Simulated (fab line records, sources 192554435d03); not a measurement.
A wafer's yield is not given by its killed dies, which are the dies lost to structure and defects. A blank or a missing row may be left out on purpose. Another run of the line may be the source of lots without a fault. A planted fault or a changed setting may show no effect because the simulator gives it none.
Comparing a struck lot with a sound one	flow n5-finfet	30 steps out of a route of 1938
Sound: these wafers, L488.3, L488.4, L488.5. Wafers struck: L493.1, L493.2, L493.4. Last of all comes the cause.
Per side, at each step with rows, come the tool, then ch with its chambers, and then its first start. Under that, the readings that differ: sound wafers	struck wafers	difference of the means	sigmas: that difference in standard deviations of wafers without a fault.
alike: words and numbers the same on both sides, and readings whose means are apart by under 2 such deviations; not compared: readings that were withheld, readings missing a value for some wafer, numbers with overlapping values and no deviation given by the record, and bounds like >300 which may hide the same value.
The two part at a step that has a row with sigmas, a row that says differs or no value, or rows on one side only. Non-overlapping numbers with no deviation appear without sigmas and do not part them. A reading that every wafer of one side lacks parts them only if that side has two wafers or more.

first, 9 steps without rows for these wafers: N5_FIN_SAQP_PRECLEAN_42 (cleans in O3/DIW, time 60 s); N5_FIN_SAQP_PRECLEAN_00 (cleans in SC1, time 60 s); N5_FIN_SAQP_PRECLEAN_44 (cleans in SC2, time 45 s); N5_FIN_SAQP_SRD_01 (time 30 s); N5_FIN_SAQP_ALD_61 (deposits SiO2, target thk 4 nm, pulse time 1 s, purge time 2 s); N5_FIN_SAQP_DENSIFY_62 (time 60 s); N5_FIN_SAQP_HM_DEP_03 (deposits SiNx from SiH4/NH3/N2, target thk 38 nm, time 33.6 s); N5_FIN_SAQP_PECVD_47 (deposits a-Si from SiH4/He, target thk 45 nm, time 36.3 s); N5_FIN_SAQP_PECVD_48 (deposits SiNx from SiH4/NH3/N2, target thk 25 nm, time 22.1 s).
N5_FIN_SAQP_PECVD_06: deposits a-Si from SiH4/He, target thk 60 nm, time 48.1 s.
  sound on pecvd-03 ch 0,1, day 4 03:01; struck on pecvd-03 ch 0,1, day 5 08:56
  alike: heater-power-outer-w, heater-power-w, showerhead-plenum-p-Torr, throttle-valve-pct
N5_FIN_SAQP_THK_MEAS_07:
  struck on film-metro-01, day 5 09:02; sound on film-metro-02, day 4 03:06
reading	sound	struck	difference	sigmas
thk-nm (nm)	58.9 59.3 60.2	50.7 52.3 52.0	-7.8	-9
then, 15 steps without rows for these wafers: N5_FIN_SAQP_HM_DEP_72 (deposits SiO2 from SiH4/N2O, target thk 12 nm, time 7.2 s); N5_FIN_SAQP_COAT_49 (time 60 s, resist thk 100 nm); N5_FIN_SAQP_COAT_50 (time 60 s, resist thk 35 nm); N5_FIN_SAQP_COAT_10 (resist thk 90 nm); N5_FIN_SAQP_EBR_12; N5_FIN_SAQP_SOFTBAKE_11 (time 60 s); N5_FIN_SAQP_EXPOSE_13 (exposes mask FIN CORE, target cd 35.6 nm); N5_FIN_SAQP_PEB_14 (peb time 60 s); N5_FIN_SAQP_DEVELOP_15 (develop time 30 s); N5_FIN_SAQP_DESCUM_21 (chemistry O2, time 7.9 s); N5_FIN_SAQP_ETCH_51 (etches SiARC in CF4, target depth 45.5 nm, time 75.8 s); N5_FIN_SAQP_ETCH_52 (etches SOC in N2/H2, target depth 100 nm, overetch 20 nm, time 150 s); N5_FIN_SAQP_STRIP_53 (strips in N2/H2); N5_FIN_SAQP_HM_OPEN_73 (chemistry CHF3/O2, target SiO2, stops on a-Si, target depth 12 nm, time 16.8 s); N5_FIN_SAQP_STRIP_74 (strips in CHF3/O2).
N5_FIN_SAQP_MANDREL_ETCH_22: etches a-Si in HBr/Cl2, stops on SiNx, target depth 60 nm, bt time 10 s, time 30 s.
  sound on rie-si-05 ch 0,1, day 4 04:03; struck on rie-si-04 ch 0,1,2, day 5 09:53
reading	sound	struck	difference	sigmas
oes-product-au (a.u.)	0.763 0.786 0.795	0.700 0.734 0.720	-0.063	-4
  alike: drypump-motor-current-A, he-backside-leak-sccm, throttle-valve-pct
  not compared: rf-hours-counter-h
then, 1 step without rows for these wafers: N5_FIN_SAQP_STRIP_55 (strips in N2/H2).
-- record jumps: 6 days separate the struck wafers' starts on either side; left off in module FIN_SAQP, taken up again in module BEOL_M4, whose first shown step is the route's number 1111 --
N5_BEOL_M4_RC_MEAS_101:
  sound on prober-02 ch 0, day 10 02:32; struck on prober-01 ch 0, day 11 16:22
  alike: DIBL_N, DIBL_P, IOFF_N, IOFF_P, ION_N, ION_P, SS_N, SS_P, VT_N, VT_P
-- here the record skips 5 days between the struck wafers' starts before and after, leaving off in module BEOL_M4 and picking up in module PASSIVATION (first step shown: number 1936 of the route) --
N5_PASSIVATION_PROBE_49:
  struck on prober-01, day 16 07:06; sound on prober-01, day 14 21:02
  alike: defect-limited-yield, killed_at_M0_to_M3, killed_at_M4_up, killed-at-contacts, killed-at-front-end, killed-at-other, killed-dies, killed-open, killed-short, sort_bin_5_function, sort_bin_6_memory, sort-n-pass, sort-yield-pct

## WHERE THEY PART
At N5_FIN_SAQP_THK_MEAS_07 first; at N5_FIN_SAQP_MANDREL_ETCH_22 last (within this record only). Later steps at which nothing parts them and some readings are alike: N5_BEOL_M4_RC_MEAS_101, N5_PASSIVATION_PROBE_49.

WHY: the cause the simulator had injected
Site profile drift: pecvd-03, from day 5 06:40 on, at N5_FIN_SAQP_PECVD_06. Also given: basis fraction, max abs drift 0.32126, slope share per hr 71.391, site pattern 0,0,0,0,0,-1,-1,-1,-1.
